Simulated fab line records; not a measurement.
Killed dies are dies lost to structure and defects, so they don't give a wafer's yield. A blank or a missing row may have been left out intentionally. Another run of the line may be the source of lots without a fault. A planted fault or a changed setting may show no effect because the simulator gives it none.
Split-lot trial :: flow n5-finfet :: 21 wafers read from 7 lots, route of 1938 steps

== ABOUT THE SPLIT ==
At N5_BEOL_M11_TRENCH_ETCH_37 (etches SiCOH lowk in C4F6/O2, target depth 148.83 nm, time 48 s), the setting bias-w was moved away from the recipe's 185 W on 11 of the 21 wafers read, by -15.9% to +14.6%. The other wafers ran this setting at the recipe's value.

== FROM THE SPLIT TO THE READING: what the file shows between them, 8 steps ==
- N5_BEOL_M11_ETCH_41: etches SiCN in CH3F/O2, target depth 42.6 nm, time 86 s
- N5_BEOL_M11_STRIP_77: strips in N2/H2, time 10 s
- N5_BEOL_M11_ECD_50: material Cu, target thk 318 nm
- N5_BEOL_M11_ANNEAL_51: time 90 s
- N5_BEOL_M11_CMP_52: polishes, stops on SiCOH lowk, t overpolish 7 s, target thk 140 nm
- N5_BEOL_M11_THK_MEAS_53: measures by xrf
- N5_BEOL_M11_PRE_CLEAN_55: time 15 s
- N5_BEOL_M11_DEP_56: deposits SiCN from 3MS/NH3, target thk 30 nm, time 10.5 s

== THE READING ==
M11_RS (ohm/sq), read at N5_BEOL_M11_RS_MEAS_57 with a four-point probe. Typical for fault-free wafers on this fab line: 0.1519 ohm/sq, with standard deviation 0.003 ohm/sq.

wafer: L074.2
tool, chamber at the split: rie-diel-01, 0
bias-w as run, W: 212
against the recipe: +14.6%
M11_RS, ohm/sq: 0.1370
against lot-mates on the recipe: -0.0108

wafer: L074.3
tool, chamber at the split: rie-diel-01, 1
bias-w as run, W: 185
against the recipe: recipe
M11_RS, ohm/sq: 0.1478
against lot-mates on the recipe: -

wafer: L074.4
tool, chamber at the split: rie-diel-01, 3
bias-w as run, W: 212
against the recipe: +14.6%
M11_RS, ohm/sq: 0.1434
against lot-mates on the recipe: -0.0044

wafer: L075.3
tool, chamber at the split: rie-diel-02, 2
bias-w as run, W: 185
against the recipe: recipe
M11_RS, ohm/sq: 0.1552
against lot-mates on the recipe: -

wafer: L075.4
tool, chamber at the split: rie-diel-02, 3
bias-w as run, W: 185
against the recipe: recipe
M11_RS, ohm/sq: 0.1536
against lot-mates on the recipe: -

wafer: L075.5
tool, chamber at the split: rie-diel-02, 1
bias-w as run, W: 155.6
against the recipe: -15.9%
M11_RS, ohm/sq: 0.1637
against lot-mates on the recipe: +0.0093

wafer: L076.2
tool, chamber at the split: rie-diel-02, 2
bias-w as run, W: 158.1
against the recipe: -14.5%
M11_RS, ohm/sq: 0.1665
against lot-mates on the recipe: +0.0143

wafer: L076.5
tool, chamber at the split: rie-diel-02, 0
bias-w as run, W: 158.1
against the recipe: -14.5%
M11_RS, ohm/sq: 0.1606
against lot-mates on the recipe: +0.0084

wafer: L076.6
tool, chamber at the split: rie-diel-02, 1
bias-w as run, W: 185
against the recipe: recipe
M11_RS, ohm/sq: 0.1522
against lot-mates on the recipe: -

wafer: L087.1
tool, chamber at the split: rie-diel-03, 3
bias-w as run, W: 158.7
against the recipe: -14.2%
M11_RS, ohm/sq: 0.1605
against lot-mates on the recipe: +0.0099

wafer: L087.2
tool, chamber at the split: rie-diel-03, 0
bias-w as run, W: 158.7
against the recipe: -14.2%
M11_RS, ohm/sq: 0.1639
against lot-mates on the recipe: +0.0133

wafer: L087.4
tool, chamber at the split: rie-diel-03, 2
bias-w as run, W: 185
against the recipe: recipe
M11_RS, ohm/sq: 0.1506
against lot-mates on the recipe: -

wafer: L093.2
tool, chamber at the split: rie-diel-03, 2
bias-w as run, W: 165.3
against the recipe: -10.6%
M11_RS, ohm/sq: 0.1571
against lot-mates on the recipe: +0.0016

wafer: L093.3
tool, chamber at the split: rie-diel-03, 0
bias-w as run, W: 185
against the recipe: recipe
M11_RS, ohm/sq: 0.1555
against lot-mates on the recipe: -

wafer: L093.4
tool, chamber at the split: rie-diel-03, 3
bias-w as run, W: 165.3
against the recipe: -10.6%
M11_RS, ohm/sq: 0.1588
against lot-mates on the recipe: +0.0033

wafer: L094.1
tool, chamber at the split: rie-diel-03, 3
bias-w as run, W: 157.5
against the recipe: -14.9%
M11_RS, ohm/sq: 0.1597
against lot-mates on the recipe: +0.0050

wafer: L094.2
tool, chamber at the split: rie-diel-03, 0
bias-w as run, W: 185
against the recipe: recipe
M11_RS, ohm/sq: 0.1547
against lot-mates on the recipe: -

wafer: L094.5
tool, chamber at the split: rie-diel-03, 0
bias-w as run, W: 157.5
against the recipe: -14.9%
M11_RS, ohm/sq: 0.1634
against lot-mates on the recipe: +0.0087

wafer: L095.3
tool, chamber at the split: rie-diel-02, 3
bias-w as run, W: 185
against the recipe: recipe
M11_RS, ohm/sq: 0.1557
against lot-mates on the recipe: -

wafer: L095.4
tool, chamber at the split: rie-diel-02, 1
bias-w as run, W: 185
against the recipe: recipe
M11_RS, ohm/sq: 0.1536
against lot-mates on the recipe: -

wafer: L095.5
tool, chamber at the split: rie-diel-02, 2
bias-w as run, W: 185
against the recipe: recipe
M11_RS, ohm/sq: 0.1513
against lot-mates on the recipe: -

THE FIT
A straight line over all 21 wafers: M11_RS changes by -0.00071 ohm/sq for each +1% of bias-w; r = -0.93; the points scatter about the line by 0.0027 ohm/sq.
The same after taking each lot's own level away (the mean of its wafers on the recipe; 21 wafers): -0.000585 ohm/sq for each +1%; r = -0.90; scatter 0.0027 ohm/sq.
On that fit, the largest move of bias-w shifts the reading by 0.0093 ohm/sq.
Across the lots, their own levels run from 0.14780 to 0.15550 ohm/sq, a range of 2.6 times the standard deviation given above.
So the lot-to-lot level changes the slope: the two fits differ.
Check: +0.00945 ohm/sq against its lot-mates is what the line predicts for one of the wafers moved furthest among these (-15.9%) when that wafer is left out of the fit. It came out at +0.0093 ohm/sq against them.
Tool readings at the split's step, against how far the setting was moved: rf-vpp-V r = +0.96.

== ADDITIONAL SPLITS CARRIED BY THESE WAFERS ==
These wafers also went through other splits before the reading. Each is held against what the fit with the lots' levels taken away leaves over:
other split on the same wafers: N5_BEOL_M9_DEP_56 time-s
wafers away from the commonest value: 8
r with M11_RS (lot level and that fit taken away): -0.25

other split on the same wafers: N5_BEOL_M11_VIA_ETCH_34 time-s
wafers away from the commonest value: 4
r with M11_RS (lot level and that fit taken away): +0.12

== THE WHOLE CHAIN: every reading that the file lists as answering this split, in the file's order ==
step: N5_BEOL_M11_TRENCH_ETCH_37
what it does: etches SiCOH lowk in C4F6/O2, target depth 148.83 nm, time 48 s
reading: rf-vpp-V
change (the file's fit): +4.57 V for each +1% of the setting
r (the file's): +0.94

step: N5_BEOL_M11_CMP_52
what it does: polishes, stops on SiCOH lowk, t overpolish 7 s, target thk 140 nm
reading: Cu_of_BEOL_M11_ECD_50.thk-nm (the simulator's own value, which no gauge read)
change (the file's fit): +0.48 nm for each +1% of the setting
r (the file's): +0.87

step: N5_BEOL_M11_THK_MEAS_53
what it does: measures by xrf
reading: M11_THK
change (the file's fit): +0.501 for each +1% of the setting
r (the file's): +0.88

step: N5_BEOL_M11_RS_MEAS_57
what it does: measures by four-point-probe
reading: M11_RS
change (the file's fit): -0.000591 for each +1% of the setting
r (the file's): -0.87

== THE FILE'S OWN FIT ==
M11_RS changes by -0.000591 ohm/sq for each +1% of bias-w, r = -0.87.
